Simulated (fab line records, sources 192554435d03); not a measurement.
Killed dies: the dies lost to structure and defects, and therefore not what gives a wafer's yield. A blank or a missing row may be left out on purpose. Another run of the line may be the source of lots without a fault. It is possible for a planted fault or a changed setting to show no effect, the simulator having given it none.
fab line records    flow n5-finfet    part 2 of 2: steps 23 to 33 of 33
[record] lots = 5  wafers = 15  last-day = 16
route steps=1938 shown FIN_CUT@174 STI_FIN_REVEAL@183
lots that met no fault: from a run of the same line without faults
start-h: the number of hours between the record's first day and the start of the first shown wafer of the lot    wait-h: hours since the lot's step before    " identical to the entry in the row above    L1.1+2: several wafers, shown together as one row    - value missing, or start not given    * or withheld: withheld    < > ~ a bound
route shown NAME@n: NAME is a module with steps in the file, n the number in the route of the first one    usual: average and standard deviation across the fault-free wafers    same: alike in all rows    chamber/n: place in a boat    sites: each site's reading    _std_site: the standard deviation of these    _edge_site: outer sites' mean less inner sites'    radius-mm: for every site, how far away it sits from the centre of the wafer    mask NAME#n: copy n    behind: the most recent tool/chamber to have shaped the wafer    hold: reason for holding the lot/hours on hold/outcome of the hold    device: the n, p or np transistor that did not switch    end of line: at the end of the route, the tests of the same wafers    a step given without rows: its recipe and nothing more    killed: at the first sort, the dies lost to defects and structure; wafer yield is something else    map: a wafer's dies, x killed, . not, _ none there
set.NAME: the run value of the setting; set.NAME@STEP: its run value at that earlier step    model.NAME: the simulator's own value behind a step, which no gauge read
lots at some steps of the route; a table a step, a row a wafer
services: a tool's chamber out of use, with start hour (start-h, from the record's first day; less than 0 if before it), hours out, and reason
[[steps]]
[step N5_STI_FIN_REVEAL_RECESS_09]
[recipe] chemistry = HF/NH3  target = SiO2  afs-cycles = 11  target-depth-a = 425  temp-c = 30  sublimation-temp-c = 180  sublimation-time-s = 60
[usual] drypump-motor-current-A = 5.53/0.27
lot.wafer  tool           chamber  start-h  wait-h  drypump-motor-current-A
L077.3     vapor-etch-01  1        55.31    0.8     5.59
L077.4     "              0        "        "       5.42
L077.6     "              1        "        "       5.59
L078.1     vapor-etch-02  0        57.27    0.0     5.96
L078.3     "              1        "        "       5.09
L078.5     "              0        "        "       5.98
L080.1     vapor-etch-01  1        70.59    0.0     5.55
L080.4     "              1        "        "       5.59
L080.5     "              1        "        "       5.57
L090.1     vapor-etch-01  0        131.92   0.0     5.51
L090.2     "              1        "        "       5.61
L090.3     "              1        "        "       5.58
L094.1     vapor-etch-01  0        153.82   0.0     5.53
L094.2     "              1        "        "       5.59
L094.3     "              0        "        "       5.49
[step N5_STI_FIN_REVEAL_STRIP_16]
[recipe] chemistry = H3PO4  material = SiNx  temp-c = 165  target-depth-a = 238  overetch-fraction = 0.4964  dry = ipa-marangoni
lot.wafer   tool          chamber  start-h  wait-h
L077.3+4+6  wet-bench-06  6,0,7    56.39    0.6
L078.1+3+5  wet-bench-06  1,0,7    58.89    1.1
L080.1+4+5  wet-bench-02  3,0,1    72.20    1.1
L090.1+2+3  wet-bench-06  3,6,1    133.54   1.1
L094.1+2+3  wet-bench-03  5,3,4    155.44   1.1
[step N5_STI_FIN_REVEAL_PRECLEAN_17]
[recipe] chemistry = NF3:NH3  afs-cycles = 1  temp-c = 30  time-s = 20  sublimation-temp-c = 180  sublimation-time-s = 60  pressure-torr = 3  rf-power-w = 30
lot.wafer   tool              chamber  start-h  wait-h
L077.3+4+6  remote-plasma-01  0        56.75    0.1
L078.1+3+5  remote-plasma-01  1        59.16    0.0
L080.1+4+5  remote-plasma-02  1        72.47    0.0
L090.1+2+3  remote-plasma-01  1        133.81   0.0
L094.1+2+3  remote-plasma-02  0        155.73   0.0
[step N5_STI_FIN_REVEAL_ETCH_34]
[recipe] chemistry = H2  mode = isotropic  material = Si  target = Si  target-depth-a = 9.7  temp-c = 20  pressure-mtorr = 4.5  icp-w = 300  bias-w = 0  h2-flow-sccm = 7.5  he-flow-sccm = 142.5
[usual] drypump-motor-current-A = 5.8/0.5  oes-product-au = 1.009/0.014  throttle-valve-pct = 25.9/0.48
lot.wafer  tool       chamber  start-h  wait-h  drypump-motor-current-A  oes-product-au  rf-hours-counter-h  throttle-valve-pct
L077.3     rie-si-05  3        56.89    0.1     6.7                      1.006           155                 25.9
L077.4     "          1        "        "       5.6                      1.032           184                 24.9
L077.6     "          0        "        "       5.5                      1.016           -                   26.6
L078.1     rie-si-02  2        59.37    0.2     6.2                      1.019           62                  25.1
L078.3     "          1        "        "       5.0                      0.990           46                  25.2
L078.5     "          2        "        "       6.2                      1.026           -                   25.1
L080.1     rie-si-05  3        72.68    0.2     6.6                      0.985           155                 25.9
L080.4     "          1        "        "       5.6                      1.017           184                 24.9
L080.5     "          0        "        "       5.5                      1.012           -                   26.6
L090.1     rie-si-05  1        134.02   0.2     5.6                      1.018           185                 25.0
L090.2     "          3        "        "       6.7                      0.994           157                 25.9
L090.3     "          2        "        "       6.0                      1.020           10                  26.0
L094.1     rie-si-03  0        155.94   0.2     5.4                      1.025           8                   25.8
L094.2     "          1        "        "       6.0                      1.000           132                 26.0
L094.3     "          3        "        "       6.3                      1.019           55                  25.7
[step N5_STI_FIN_REVEAL_OXIDATION_31]
[recipe] chemistry = O2_PLASMA_REMOTE  temp-c = 150  time-s = 20  pressure-mtorr = 1000  source-power-w = 2000  o2-flow-sccm = 3000
[usual] drypump-motor-current-A = 5.43/0.12  heater-power-w = 155/21
lot.wafer  tool             chamber  start-h  wait-h  drypump-motor-current-A  heater-power-w  rf-hours-counter-h
L077.3     plasma-asher-01  0        56.98    0.1     5.36                     138             -
L077.4     "                1        "        "       5.62                     136             -
L077.6     "                0        "        "       5.35                     134             -
L078.1     plasma-asher-02  1        59.43    0.0     5.30                     144             34
L078.3     "                1        "        "       5.31                     143             -
L078.5     "                1        "        "       5.29                     143             -
L080.1     plasma-asher-01  0        72.75    0.1     5.38                     138             88
L080.4     "                1        "        "       5.65                     138             -
L080.5     "                1        "        "       5.62                     136             -
L090.1     plasma-asher-02  0        134.08   0.0     5.51                     186             47
L090.2     "                1        "        "       5.32                     141             47
L090.3     "                0        "        "       5.48                     189             -
L094.1     plasma-asher-02  1        156.00   0.0     5.28                     144             52
L094.2     "                0        "        "       5.54                     184             52
L094.3     "                1        "        "       5.31                     142             -
[step N5_STI_FIN_REVEAL_PRECLEAN_32]
[recipe] chemistry = NF3:NH3  afs-cycles = 1  temp-c = 30  time-s = 20  sublimation-temp-c = 180  sublimation-time-s = 60  pressure-torr = 3  rf-power-w = 30
lot.wafer   tool              chamber  start-h  wait-h
L077.3+4+6  remote-plasma-02  1        57.10    0.1
L078.1+3+5  remote-plasma-02  1        59.51    0.1
L080.1+4+5  remote-plasma-01  1        72.83    0.1
L090.1+2+3  remote-plasma-01  1        134.16   0.1
L094.1+2+3  remote-plasma-01  0        156.08   0.1
[step N5_STI_FIN_REVEAL_STRIP_35]
[recipe] chemistry = H3PO4  material = Si3N4  temp-c = 165  target-depth-a = 40  time-s = 39
lot.wafer   tool          chamber  start-h  wait-h
L077.3+4+6  wet-bench-06  5,6,0    57.25    0.1
L078.1+3+5  wet-bench-03  4,5,2    59.72    0.2
L080.1+4+5  wet-bench-06  7,5,3    73.04    0.2
L090.1+2+3  wet-bench-06  1,7,2    134.37   0.2
L094.1+2+3  wet-bench-03  0,2,3    156.29   0.2
[step N5_STI_FIN_REVEAL_SRD_21]
[recipe] dry = ipa-marangoni  time-s = 30  temp-c = 23  rinse-liquid = diw
lot.wafer   tool          chamber  start-h  wait-h
L077.3+4+6  wet-bench-06  5,6,0    57.27    0.0
L078.1+3+5  wet-bench-03  4,5,2    59.73    0.0
L080.1+4+5  wet-bench-06  7,5,3    73.06    0.0
L090.1+2+3  wet-bench-06  1,7,2    134.38   0.0
L094.1+2+3  wet-bench-03  0,2,3    156.31   0.0
[step N5_STI_FIN_REVEAL_OXIDATION_33]
[recipe] chemistry = O2_PLASMA_REMOTE  temp-c = 150  time-s = 20  pressure-mtorr = 1000  source-power-w = 2000  o2-flow-sccm = 3000
[usual] drypump-motor-current-A = 5.43/0.12  heater-power-w = 157/22
lot.wafer  tool             chamber  start-h  wait-h  drypump-motor-current-A  heater-power-w  rf-hours-counter-h
L077.3     plasma-asher-02  1        57.33    0.0     5.30                     145             -
L077.4     "                0        "        "       5.53                     183             -
L077.6     "                1        "        "       5.29                     146             -
L078.1     plasma-asher-01  1        59.78    0.0     5.62                     139             85
L078.3     "                0        "        "       5.38                     136             -
L078.5     "                0        "        "       5.34                     139             -
L080.1     plasma-asher-02  0        73.10    0.0     5.48                     189             37
L080.4     "                1        "        "       5.29                     139             -
L080.5     "                0        "        "       5.47                     188             -
L090.1     plasma-asher-01  0        134.43   0.0     5.35                     137             101
L090.2     "                1        "        "       5.62                     142             101
L090.3     "                0        "        "       5.37                     138             -
L094.1     plasma-asher-02  1        156.35   0.0     5.29                     137             52
L094.2     "                0        "        "       5.49                     186             52
L094.3     "                1        "        "       5.34                     139             -
[step N5_STI_FIN_REVEAL_CLEAN_19]
[recipe] chemistry = O3/DIW  temp-c = 25  time-s = 120  o3-ppm = 10
lot.wafer   tool          chamber  start-h  wait-h
L077.3+4+6  wet-bench-03  0,1,3    57.40    0.0
L078.1+3+5  wet-bench-02  4,5,6    59.87    0.1
L080.1+4+5  wet-bench-02  4,2,1    73.19    0.1
L090.1+2+3  wet-bench-03  2,5,0    134.52   0.1
L094.1+2+3  wet-bench-02  7,0,3    156.44   0.1
[step N5_STI_FIN_REVEAL_SRD_23]
[recipe] dry = ipa-marangoni  time-s = 30  temp-c = 23  rinse-liquid = diw
lot.wafer   tool          chamber  start-h  wait-h
L077.3+4+6  wet-bench-03  0,1,3    57.43    0.0
L078.1+3+5  wet-bench-02  4,5,6    59.94    0.0
L080.1+4+5  wet-bench-02  4,2,1    73.22    0.0
L090.1+2+3  wet-bench-03  2,5,0    134.55   0.0
L094.1+2+3  wet-bench-02  7,0,3    156.48   0.0
[[services]]
tool              chamber  start-h  hours  kind
rie-diel-05       -        23.95    0.3    repair
rie-diel-03       2        25.30    3.7    repair
rie-diel-02       2        28.82    5.0    repair
rie-diel-03       -        29.07    2.4    repair
ald-sin-03        -        37.49    6.0    pm
rie-si-01         3        40.56    10.5   repair
remote-plasma-01  -        42.24    0.3    repair
rie-si-04         2        53.29    3.8    repair
rie-diel-05       1        55.98    6.4    repair
rie-diel-05       0        58.55    9.7    repair
remote-plasma-01  -        59.79    0.6    repair
rie-diel-02       -        63.58    14.6   pm
ald-sin-03        1        71.10    10.7   repair
rie-diel-01       -        72.88    0.5    repair
rie-si-01         2        76.92    11.9   repair
fcvd-02           0        84.95    2.0    repair
ald-sin-03        -        86.05    14.0   pm
rie-si-04         1        93.20    8.0    repair
vapor-etch-01     -        101.47   0.6    repair
remote-plasma-02  -        114.44   0.4    repair
plasma-asher-02   -        124.50   8.6    repair
remote-plasma-02  -        137.16   0.6    repair
ald-sin-03        0        143.95   2.6    repair
rie-diel-05       2        147.57   7.4    repair
